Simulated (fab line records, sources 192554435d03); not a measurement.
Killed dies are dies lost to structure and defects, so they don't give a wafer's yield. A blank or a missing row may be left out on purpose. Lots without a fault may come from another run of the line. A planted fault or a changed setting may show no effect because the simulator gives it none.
Split-lot experiment | flow n5_finfet | 7 lots, 21 wafers read, on a route of 1938 steps

THE SPLIT
At N5_BEOL_M14_EXPOSE_07 (exposes mask V13), the setting dose_mj was moved away from the recipe's 57 on 6 of the 21 wafers read, by -3.7% to +6.9%. The other wafers ran this setting at the recipe's value.

FROM THE SPLIT TO THE READING: what the file shows between them, 11 steps
- N5_BEOL_M14_PEB_08: peb time 90 s
- N5_BEOL_M14_DEVELOP_09: develop time 45 s
- N5_BEOL_M14_HARDBAKE_14: time 120 s
- N5_BEOL_M14_CD_MEAS_10: target cd 250 nm
- N5_BEOL_M14_DESCUM_15: chemistry O2, time 7.9 s
- N5_BEOL_M14_ETCH_59: etches BARC in N2/H2, target depth 89 nm, overetch 26.7 nm, time 67.9 s
- N5_BEOL_M14_VIA_ETCH_16: etches SiO2 in C4F8/O2/Ar, target depth 1231.3 nm
- N5_BEOL_M14_STRIP_63: strips in O2
- N5_BEOL_M14_STRIP_64: strips in O2
- N5_BEOL_M14_STRIP_71: strips in post etch residue remover, time 60 s
- N5_BEOL_M14_SRD_72: time 30 s, dry time 30 s

THE READING
cd_nm, in nm, at N5_BEOL_M14_CD_MEAS_17 (target cd 250 nm). Fault-free wafers of this fab line usually give 250.8 nm, standard deviation 1.8 nm.

wafer  | tool, chamber at the split | dose_mj as run | against the recipe | cd_nm, nm | against lot-mates on the recipe
L076.1 | krf_scanner-02, 0          | 59.24          | +3.9%              | 258.1     | +7.0
L076.2 | krf_scanner-02, 0          | 57             | recipe             | 249.6     | -
L076.6 | krf_scanner-02, 0          | 57             | recipe             | 252.7     | -
L080.1 | krf_scanner-02, 0          | 57             | recipe             | 251.6     | -
L080.2 | krf_scanner-02, 0          | 57             | recipe             | 249.8     | -
L080.5 | krf_scanner-02, 0          | 57             | recipe             | 251.5     | -
L074.4 | krf_scanner-01, 0          | 55.63          | -2.4%              | 246.6     | -5.9
L074.5 | krf_scanner-01, 0          | 55.63          | -2.4%              | 243.9     | -8.6
L074.6 | krf_scanner-01, 0          | 57             | recipe             | 252.5     | -
L084.2 | krf_scanner-02, 0          | 57             | recipe             | 250.8     | -
L084.3 | krf_scanner-02, 0          | 57             | recipe             | 252.7     | -
L084.6 | krf_scanner-02, 0          | 57             | recipe             | 253.3     | -
L088.1 | krf_scanner-02, 0          | 57             | recipe             | 252.5     | -
L088.2 | krf_scanner-02, 0          | 54.87          | -3.7%              | 246.5     | -4.8
L088.5 | krf_scanner-02, 0          | 57             | recipe             | 250.0     | -
L093.1 | krf_scanner-01, 0          | 57             | recipe             | 253.7     | -
L093.3 | krf_scanner-01, 0          | 57             | recipe             | 256.1     | -
L093.6 | krf_scanner-01, 0          | 57             | recipe             | 253.9     | -
L097.1 | krf_scanner-01, 0          | 60.93          | +6.9%              | 261.1     | +9.6
L097.2 | krf_scanner-01, 0          | 57             | recipe             | 251.5     | -
L097.6 | krf_scanner-01, 0          | 60.93          | +6.9%              | 261.2     | +9.7

THE FIT
A straight line over all 21 wafers: cd_nm changes by +1.51 nm for each +1% of dose_mj; r = +0.90; the points scatter about the line by 1.9 nm.
The same after taking each lot's own level away (the mean of its wafers on the recipe; 21 wafers): +1.59 nm for each +1%; r = +0.94; scatter 1.6 nm.
On that fit, the largest move of dose_mj shifts the reading by 11 nm.
The lots' own levels span 250.97 to 254.57 nm, that is 2.0 times the standard deviation above.
So the lot-to-lot level changes the slope little: the two slopes agree.
Check: with one of the wafers moved furthest among these (+6.9%) left out of the fit, the line predicts +11.2 nm for it against its lot-mates. It came out at +9.6 nm against them.

OTHER SPLITS ON THESE WAFERS
These wafers also went through other splits before the reading. Each is held against what the fit with the lots' levels taken away leaves over:
other split on the same wafers | wafers away from the commonest value | r with cd_nm (lot level and that fit taken away)
N5_BEOL_M13_COAT_04 spin_rpm   | 8                                    | +0.14
N5_BEOL_M14_ILD_DEP_00 time_s  | 8                                    | -0.19

THE WHOLE CHAIN: every reading that the file lists as answering this split, in the file's order
step                   | what it does     | reading | change (the file's fit)              | r (the file's)
N5_BEOL_M14_CD_MEAS_10 | target cd 250 nm | cd_nm   | +1.6 nm for each +1% of the setting  | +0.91
N5_BEOL_M14_CD_MEAS_17 | target cd 250 nm | cd_nm   | +1.56 nm for each +1% of the setting | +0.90

THE FILE'S OWN FIT
cd_nm changes by +1.56 nm for each +1% of dose_mj, r = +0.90.
